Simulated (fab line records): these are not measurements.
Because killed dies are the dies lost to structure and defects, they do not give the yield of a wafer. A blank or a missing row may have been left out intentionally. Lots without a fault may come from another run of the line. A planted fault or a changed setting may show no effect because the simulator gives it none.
Chamber matching :: flow n5-finfet :: N5_BEOL_M9_VIA_ETCH_34 on rie-diel-03 has 4 sister chambers
The step etches SiCOH lowk in C4F6/O2, target depth 182.4 nm, time 68.4 s. 4 wafers are shown with their chamber, then 7 later ones without.

== WAFERS WITH THEIR CHAMBER ==
wafer: L083.4
chamber: 3
showerhead-plenum-p-Torr (Torr): 2.77

wafer: L083.6
chamber: 0
showerhead-plenum-p-Torr (Torr): 2.94

wafer: L086.2
chamber: 1
showerhead-plenum-p-Torr (Torr): 2.71

wafer: L086.3
chamber: 2
showerhead-plenum-p-Torr (Torr): 2.92

== WAFERS WITH NO CHAMBER GIVEN ==
wafer: L086.5
showerhead-plenum-p-Torr (Torr): 2.71

wafer: L085.1
showerhead-plenum-p-Torr (Torr): 2.92

wafer: L085.2
showerhead-plenum-p-Torr (Torr): 2.77

wafer: L085.5
showerhead-plenum-p-Torr (Torr): 2.94

wafer: L094.2
showerhead-plenum-p-Torr (Torr): 2.70

wafer: L094.4
showerhead-plenum-p-Torr (Torr): 2.93

wafer: L094.5
showerhead-plenum-p-Torr (Torr): 2.70

== EACH ONE'S CHAMBER ==
wafer: L086.5
from the rows above: 1
in truth: 1

wafer: L085.1
from the rows above: 2
in truth: 2

wafer: L085.2
from the rows above: 3
in truth: 3

wafer: L085.5
from the rows above: 0
in truth: 0

wafer: L094.2
from the rows above: 1
in truth: 1

wafer: L094.4
from the rows above: can't be placed: 0 or 2
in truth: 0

wafer: L094.5
from the rows above: 1
in truth: 1
6 of 7 placed correctly. These rows do not allow placing 1 (true chamber among the candidates in 1). Wrongly placed: 0.
How it was worked out, from the rows above alone: a wafer's distance from a chamber is the root of the sum, over the readings, of the square of ((its reading less the chamber's mean) divided by the reading's scatter). The wafer belongs to the nearest chamber; if the next one is less than 2 further off, it can't be placed. For every chamber, the mean is computed from those of its wafers that are shown. The scatter (one wafer shown for each chamber): square how far every hidden wafer sits from the nearest shown wafer, average those squares and take the square root.
